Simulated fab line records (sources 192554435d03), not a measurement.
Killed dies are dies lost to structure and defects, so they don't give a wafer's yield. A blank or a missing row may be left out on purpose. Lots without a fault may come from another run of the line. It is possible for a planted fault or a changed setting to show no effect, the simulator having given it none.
A struck lot beside a sound one | flow n5-finfet | 14 out of 1938 route steps
Sound: these wafers, L345.1, L345.2, L345.3. Struck: wafer L354.5 (left out: L354.4, a lot-mate that was not struck); the cause follows at the end.
Each step with rows lists, per side, the tool, then ch with its chambers, then its first start. Under that, the readings that differ: sound wafers | struck wafers | difference of the means | sigmas: that difference in standard deviations of wafers without a fault.
alike: words and numbers the same on both sides, and readings whose means are apart by under 2 such deviations; not compared: readings that were withheld, readings missing a value for some wafer, numbers with overlapping values and no deviation given by the record, and bounds like >300 which may hide the same value.
The two part at a step that has a row with sigmas, a row that says differs or no value, or rows on one side only. Non-overlapping numbers with no deviation appear without sigmas and do not part them. A reading missing from all wafers of one side parts the sides only when that side holds two or more wafers.

first, 2 steps without rows for these wafers: N5_BEOL_M7_PRECLEAN_42 (cleans in residue remover, time 60 s); N5_BEOL_M7_SRD_43 (time 30 s).
N5_BEOL_M7_CD_MEAS_35: target cd 40 nm.
  sound on cd-sem-01, day 9 22:01; struck on cd-sem-02, day 12 00:13
  alike: cd-nm
N5_BEOL_M7_CURE_75: cures SiCOH lowk, time 120 s.
  sound on uv-cure-02 ch 1, day 9 22:03; struck on uv-cure-01 ch 1, day 12 00:24
  alike: lamp-power-pct, wafer_temp_C_max
N5_BEOL_M7_DEGAS_44: time 60 s.
  sound on pvd-sputter-02, day 9 23:10; struck on pvd-sputter-01, day 12 02:14
  alike: heater-power-w
then, 2 steps without rows for these wafers: N5_BEOL_M7_PRE_CLEAN_45 (time 30 s); N5_BEOL_M7_ALD_77 (deposits TaN, target thk 2 nm, pulse time 2 s, purge time 3 s).
N5_BEOL_M7_SURFACE_TREAT_79:
  sound on pvd-sputter-01, day 9 23:34; struck on pvd-sputter-02, day 12 02:38
  not compared: throttle-valve-pct
then, 1 step without rows for these wafers: N5_BEOL_M7_CVD_78 (deposits Co from CCTBA/H2, target thk 2 nm, time 142.3 s).
N5_BEOL_M7_SPUTTER_48: material Cu, target thk 10 nm, time 1.667 s.
  sound on pvd-sputter-02, day 9 23:50; struck on pvd-sputter-02, day 12 02:51
  alike: bias-v, throttle-valve-pct
then, 1 step without rows for these wafers: N5_BEOL_M7_ECD_50 (material Cu, target thk 300 nm).
N5_BEOL_M7_ANNEAL_51: time 90 s.
  sound on rtp-anneal-01 ch 0, day 10 01:05; struck on rtp-anneal-01 ch 0, day 12 03:11
  alike: wafer_temp_C_max
N5_BEOL_M7_CMP_52: polishes, stops on SiCOH lowk, t overpolish 6.9 s, target thk 80 nm.
  sound on cmp-03 ch 0,1,2, day 10 01:26; struck on cmp-02 ch 2, day 12 03:26
  reading                      | sound          | struck | difference | sigmas
  barrier-field-endpoint-s (s) | 28.2 29.2 29.3 | 15.7   | -13.2      | -19
  time-to-endpoint-s (s)       | 62.8 66.2 65.6 | 32.4   | -32.5      | -12
  alike: motor-current-A, overpolish-run-s, slurry-filter-dp-kPa
N5_PASSIVATION_PROBE_49:
  the record holds rows for the sound wafers here (prober-01, day 12 23:56) but none for the struck ones

== WHERE THEY PART ==
Earliest at N5_BEOL_M7_CMP_52; latest, in this record, at N5_PASSIVATION_PROBE_49.

WHY: whatever the simulator had introduced
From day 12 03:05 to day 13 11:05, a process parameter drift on cmp-02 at N5_BEOL_M7_CMP_52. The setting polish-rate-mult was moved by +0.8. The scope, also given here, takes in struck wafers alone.
